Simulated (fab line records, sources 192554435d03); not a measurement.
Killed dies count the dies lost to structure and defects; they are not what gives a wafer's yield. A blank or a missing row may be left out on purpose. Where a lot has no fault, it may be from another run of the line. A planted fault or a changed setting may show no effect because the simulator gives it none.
Which tool was responsible?    flow n5-finfet    Sampling: 24 lots, 72 wafers, 5 of 1938 route steps

WHAT THE GAUGES READ, wafer by wafer
N5_BEOL_M8_CD_MEAS_28: target cd 40 nm. Usual: cd-nm at 39.99 nm, with a standard deviation of 0.23.
lot   measured      on         cd-nm (nm)         flag
L075  day 9 12:24   cd-sem-02  40.54 40.26 40.55  
L074  day 9 17:49   cd-sem-03  39.72 39.97 39.84  
L076  day 9 20:50   cd-sem-01  40.00 39.87 39.94  
L077  day 9 21:01   cd-sem-02  40.09 39.74 39.75  
L078  day 10 17:11  cd-sem-02  39.68 40.19 39.79  
L079  day 10 19:34  cd-sem-02  39.51 39.64 39.93  
L081  day 11 04:53  cd-sem-02  40.01 39.93 40.44  
L082  day 11 14:54  cd-sem-01  40.02 39.88 40.01  
L080  day 11 20:38  cd-sem-01  40.24 39.90 39.97  
L083  day 12 01:23  cd-sem-01  39.64 39.92 39.99  
L084  day 12 10:29  cd-sem-01  40.10 40.21 40.37  
L085  day 12 14:12  cd-sem-01  40.40 40.53 39.91  
L086  day 12 14:14  cd-sem-02  39.48 40.16 39.94  
L087  day 12 17:40  cd-sem-02  39.69 39.80 40.17  
L088  day 12 17:50  cd-sem-03  40.22 40.24 39.99  
L089  day 13 05:32  cd-sem-03  40.11 40.21 40.38  
L090  day 13 11:14  cd-sem-03  40.53 39.69 40.54  
L092  day 13 19:22  cd-sem-01  39.98 39.82 40.26  
L091  day 14 03:44  cd-sem-01  39.96 39.99 39.89  
L093  day 14 04:17  cd-sem-01  40.13 39.95 40.17  
L094  day 14 09:34  cd-sem-03  39.88 40.06 39.84  
L095  day 14 20:20  cd-sem-01  39.85 39.72 40.07  
L096  day 14 22:26  cd-sem-03  39.92 40.40 39.89  
L097  day 15 21:52  cd-sem-01  39.67 39.79 39.83  

N5_BEOL_M9_THK_MEAS_01. Usual: M9_ILD_THK typically reads 268 nm, with standard deviation 4.
lot   measured      on             M9_ILD_THK (nm)  flag
L075  day 9 16:48   film-metro-01  265 267 271      
L074  day 9 21:37   film-metro-02  269 265 269      
L076  day 10 03:48  film-metro-02  263 266 268      
L077  day 10 02:50  film-metro-02  267 273 273      
L078  day 10 22:01  film-metro-01  266 269 272      
L079  day 11 00:59  film-metro-02  269 272 272      
L081  day 11 09:25  film-metro-01  262 264 262      
L082  day 11 19:29  film-metro-01  264 262 267      
L080  day 12 01:23  film-metro-02  275 273 273      
L083  day 12 05:35  film-metro-02  267 270 271      
L084  day 12 16:03  film-metro-02  268 269 268      
L085  day 12 18:04  film-metro-01  271 271 272      
L086  day 12 18:06  film-metro-02  263 261 264      
L087  day 12 23:52  film-metro-02  267 264 262      
L088  day 12 23:53  film-metro-02  271 269 272      
L089  day 13 09:37  film-metro-02  268 267 265      
L090  day 13 15:08  film-metro-02  257 264 260      
L092  day 14 00:17  film-metro-02  271 271 275      
L091  day 14 07:27  film-metro-02  262 263 269      
L093  day 14 07:55  film-metro-02  267 266 272      
L094  day 14 14:26  film-metro-02  269 273 273      
L095  day 15 00:17  film-metro-01  267 262 268      
L096  day 15 03:43  film-metro-01  273 271 270      
L097  day 16 02:53  film-metro-02  267 268 276      

EACH LOT AND THE TOOL THAT RAN IT (in order: tool; ch and the chambers of the sampled wafers; start)
lot   N5_BEOL_M7_SURFACE_TREAT_79   N5_BEOL_M8_HM_DEP_02          N5_BEOL_M8_ETCH_61
L075  pvd-sputter-03, day 9 05:09   pvd-sputter-03, day 9 09:11   rie-diel-03 ch 1,2,3, day 9 09:52
L074  pvd-sputter-02, day 9 10:43   pvd-sputter-03, day 9 15:50   rie-diel-04 ch 0,2,3, day 9 16:28
L076  pvd-sputter-01, day 9 14:30   pvd-sputter-03, day 9 18:01   rie-diel-02 ch 0,3, day 9 18:40
L077  pvd-sputter-01, day 9 14:59   pvd-sputter-03, day 9 18:17   rie-diel-02 ch 0,1,2, day 9 19:11
L078  pvd-sputter-01, day 10 10:49  pvd-sputter-02, day 10 14:50  rie-diel-04 ch 2,3, day 10 15:26
L079  pvd-sputter-02, day 10 13:37  pvd-sputter-03, day 10 16:53  rie-diel-03 ch 1,3, day 10 17:30
L081  pvd-sputter-03, day 10 23:22  pvd-sputter-01, day 11 03:20  rie-diel-02 ch 0,1,3, day 11 03:59
L082  pvd-sputter-03, day 11 05:08  pvd-sputter-01, day 11 11:40  rie-diel-03 ch 0,1,3, day 11 12:30
L080  pvd-sputter-01, day 11 12:42  pvd-sputter-03, day 11 16:02  rie-diel-02 ch 0,1, day 11 16:56
L083  pvd-sputter-01, day 11 20:26  pvd-sputter-02, day 11 23:47  rie-diel-02 ch 0,2,3, day 12 00:25
L084  pvd-sputter-03, day 12 04:02  pvd-sputter-01, day 12 08:53  rie-diel-03 ch 2,3, day 12 09:32
L085  pvd-sputter-01, day 12 04:25  pvd-sputter-02, day 12 08:59  rie-diel-04 ch 2,3, day 12 09:41
L086  pvd-sputter-03, day 12 04:31  pvd-sputter-02, day 12 09:11  rie-diel-02 ch 1,2,3, day 12 10:05
L087  pvd-sputter-02, day 12 10:11  pvd-sputter-02, day 12 14:32  rie-diel-03 ch 0,1, day 12 15:47
L088  pvd-sputter-02, day 12 10:30  pvd-sputter-02, day 12 14:20  rie-diel-02 ch 1,2, day 12 15:30
L089  pvd-sputter-01, day 13 01:10  pvd-sputter-01, day 13 03:45  rie-diel-04 ch 0,1,2, day 13 04:22
L090  pvd-sputter-01, day 13 06:49  pvd-sputter-03, day 13 09:49  rie-diel-03 ch 0,2,3, day 13 10:19
L092  pvd-sputter-03, day 13 13:20  pvd-sputter-03, day 13 16:53  rie-diel-02 ch 1,2, day 13 17:37
L091  pvd-sputter-02, day 13 23:38  pvd-sputter-03, day 14 02:22  rie-diel-03 ch 0,1,3, day 14 02:51
L093  pvd-sputter-02, day 14 00:10  pvd-sputter-01, day 14 02:44  rie-diel-03 ch 0,1, day 14 03:16
L094  pvd-sputter-03, day 14 05:16  pvd-sputter-01, day 14 08:20  rie-diel-04 ch 0,2, day 14 08:50
L095  pvd-sputter-01, day 14 12:53  pvd-sputter-02, day 14 16:37  rie-diel-02 ch 2,3, day 14 17:17
L096  pvd-sputter-03, day 14 17:49  pvd-sputter-03, day 14 21:13  rie-diel-03 ch 0,2,3, day 14 21:43
L097  pvd-sputter-01, day 15 15:06  pvd-sputter-02, day 15 19:53  rie-diel-04 ch 0,1,3, day 15 20:38
- N5_BEOL_M7_SURFACE_TREAT_79
- N5_BEOL_M8_HM_DEP_02: deposits TiN, target thk 20 nm.
- N5_BEOL_M8_ETCH_61: etches SiARC in CF4, target depth 45.5 nm, time 75.8 s.

AS READ BY THE TOOLS THEMSELVES (means over the sampled wafers that have a number; for cases with no such wafer, the mark the record gives instead)
N5_BEOL_M8_HM_DEP_02. Usual: throttle-valve-pct at 30.4 %, with a standard deviation of 0.95.
lot   tool            throttle-valve-pct (%)  flag
L075  pvd-sputter-03  30.1                    
L074  pvd-sputter-03  30.1                    
L076  pvd-sputter-03  30.2                    
L077  pvd-sputter-03  30.0                    
L078  pvd-sputter-02  30.0                    
L079  pvd-sputter-03  30.4                    
L081  pvd-sputter-01  30.0                    
L082  pvd-sputter-01  30.7                    
L080  pvd-sputter-03  30.4                    
L083  pvd-sputter-02  30.1                    
L084  pvd-sputter-01  29.8                    
L085  pvd-sputter-02  29.9                    
L086  pvd-sputter-02  30.6                    
L087  pvd-sputter-02  31.2                    
L088  pvd-sputter-02  31.2                    
L089  pvd-sputter-01  29.8                    
L090  pvd-sputter-03  29.8                    
L092  pvd-sputter-03  30.0                    
L091  pvd-sputter-03  30.3                    
L093  pvd-sputter-01  30.4                    
L094  pvd-sputter-01  29.9                    
L095  pvd-sputter-02  30.2                    
L096  pvd-sputter-03  30.1                    
L097  pvd-sputter-02  30.8                    

N5_BEOL_M8_ETCH_61. Usual: bias-w 36.00 W (standard deviation 0.1); drypump-motor-current-A 5.6 A (standard deviation 0.51); etch-rf-on-time-s 75.6 s (standard deviation 1.2); oes-product-au 0.71 a.u. (standard deviation 0.067); rf-vpp-V 183.9 V (standard deviation 1.1); showerhead-plenum-p-Torr 2.11 Torr (standard deviation 0.067); throttle-valve-pct 15.5 % (standard deviation 0.3).
lot   tool         bias-w (W)  drypump-motor-current-A (A)  etch-rf-on-time-s (s)  oes-product-au (a.u.)  rf-vpp-V (V)  showerhead-plenum-p-Torr (Torr)  throttle-valve-pct (%)  flag
L075  rie-diel-03  35.94       5.5                          75.9                   0.65                   183.7         2.14                             15.6                    
L074  rie-diel-04  35.99       5.4                          75.5                   0.80                   183.7         2.09                             15.3                    
L076  rie-diel-02  36.12       5.2                          75.0                   0.66                   183.9         2.11                             15.9                    
L077  rie-diel-02  35.94       5.5                          74.5                   0.71                   183.3         2.07                             15.5                    
L078  rie-diel-04  36.06       5.5                          75.7                   0.76                   183.4         2.09                             15.3                    
L079  rie-diel-03  36.05       5.2                          76.7                   0.67                   184.7         2.13                             15.5                    
L081  rie-diel-02  35.93       5.6                          75.2                   0.71                   183.6         2.13                             15.5                    
L082  rie-diel-03  36.04       5.5                          76.9                   0.67                   184.3         2.13                             15.7                    
L080  rie-diel-02  36.06       5.5                          75.8                   0.65                   184.4         2.05                             15.8                    
L083  rie-diel-02  36.03       5.2                          75.3                   0.67                   183.9         2.12                             15.7                    
L084  rie-diel-03  35.94       5.6                          75.7                   0.76                   185.2         2.14                             15.4                    
L085  rie-diel-04  36.07       5.8                          76.8                   0.73                   182.9         2.08                             15.3                    
L086  rie-diel-02  35.99       5.6                          75.6                   0.72                   184.9         2.14                             15.3                    
L087  rie-diel-03  35.87       5.6                          76.8                   0.69                   184.0         2.07                             15.5                    
L088  rie-diel-02  36.04       6.0                          76.0                   0.72                   184.0         2.08                             15.2                    
L089  rie-diel-04  36.03       5.3                          74.3                   0.70                   183.5         2.12                             15.6                    
L090  rie-diel-03  36.05       5.7                          75.9                   0.70                   184.0         2.13                             15.6                    
L092  rie-diel-02  36.14       5.5                          75.2                   0.70                   182.9         2.07                             15.4                    
L091  rie-diel-03  35.90       5.5                          76.1                   0.66                   183.6         2.12                             15.7                    
L093  rie-diel-03  35.95       5.8                          76.0                   0.68                   183.6         2.08                             15.7                    
L094  rie-diel-04  35.99       5.1                          74.4                   0.73                   183.6         2.08                             15.4                    
L095  rie-diel-02  35.98       5.2                          74.7                   0.68                   184.1         2.12                             15.5                    
L096  rie-diel-03  35.93       5.7                          75.9                   0.69                   183.5         2.13                             15.7                    
L097  rie-diel-04  36.04       5.7                          76.0                   0.73                   184.7         2.11                             15.4                    

THE ANSWER, worked out from the rows above alone
Rule: lot off if the mean of its wafers having a number is beyond 3 standard deviations from the usual mean. Also off: a lot with no number at a reading for which 4 or more lots have one. The other lots that the step has rows for count as sound. Order of review: gauges by route order, followed by the tools' own readings, for which a lot's mean as printed above is used. The first step at which some lot is off is used, and at that step the reading that is off furthest; a lot without a number counts as furthest.
None of the lots is off at any reading shown; this tells nothing.

WHAT WAS PUT IN BY THE SIMULATOR
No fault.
